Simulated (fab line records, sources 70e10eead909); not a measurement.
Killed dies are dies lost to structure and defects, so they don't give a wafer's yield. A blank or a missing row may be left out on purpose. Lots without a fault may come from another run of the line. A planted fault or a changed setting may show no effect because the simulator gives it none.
Problem report in the 8D (eight disciplines) form, filled by code | flow nand_harc | the parts of the form that need people (team, actions taken, sign-off) are left out

1. THE PROBLEM
thk_nm at NHARC_A_ONON_D1_THK_MEAS_08 reads a mean of 926 nm on 2 wafers of 2 lots; wafers without a fault read 998 nm with a standard deviation of 11. That is -6.5 standard deviations from the usual mean.
The step: measures by ellipsometry.
First seen on wafer L264.2, day 16 03:00, on film_metro-01. The record holds 42 wafers of 14 lots with a number at this step. Rule for "out", or "out of limits": more than 4 standard deviations from the usual mean. The other wafers with a number count as sound.

2. WHAT IT IS AND WHAT IT IS NOT
question                    | is                           | is not
which readings at this step | thk_nm                       | -
which lots                  | L264, L265                   | L245, L246, L247, L249, L250, L251, L252, L253, L254, L255, L256, L257
which wafers of those lots  | L264.2, L265.2               | L264.4, L264.5, L265.1, L265.4
read on which gauges        | film_metro-01, film_metro-02 | -
when                        | from day 16 03:00            | up to then (38 sound wafers); but 2 sound wafers of L265 came after

3. SUSPECTS, AND WHAT RULES EACH OUT
Counting: a tool at a process step up to the reading stays a suspect if it ran every lot that is out. Sound lots after the first of them don't rule it out here, since some wafers of a struck lot are sound.
- the gauge at NHARC_A_ONON_D1_THK_MEAS_08: ruled out. The wafers that are out were read on 2 gauges (film_metro-01, film_metro-02).
- pecvd_onon-01 at NHARC_A_ONON_D1_DEP_06 (target thk 1000 nm): kept. It ran every lot that is out, first L264 (day 16 02:33); its last sound lot up to then is L257 (day 13 04:45).
Left after counting: pecvd_onon-01 at NHARC_A_ONON_D1_DEP_06.

4. THE CAUSE (what the simulator had put in)
Process parameter drift: pecvd_onon-01, from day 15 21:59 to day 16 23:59, at NHARC_A_ONON_D1_DEP_06. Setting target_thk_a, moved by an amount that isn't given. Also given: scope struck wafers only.
Counting left only this tool.

5. THE CHAIN OF EFFECTS, in route order
Each row: a reading whose mean over the struck wafers that have a number lies more than 3 standard deviations from the usual. Only readings for which the record gives a usual standard deviation are gone through. hours: the time from each lot's start at the first step in this table that gives one to its start at this step, as a median over the lots. sigmas: the change in usual standard deviations.
hours | step                        | reading | usual  | on struck wafers | change | sigmas
0     | NHARC_A_ONON_D1_THK_MEAS_08 | thk_nm  | 998 nm | 926              | -72    | -6.5

6. WHAT WOULD HAVE CAUGHT IT SOONER
In this record the first reading out of limits at a measuring or inspecting step was taken at day 16 03:00, 5 hours after the fault began at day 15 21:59.
Of the lots that are out (2), L265 began NHARC_A_ONON_D1_DEP_06 on pecvd_onon-01 after day 16 03:00. A hold on the tool at that time would have spared it.
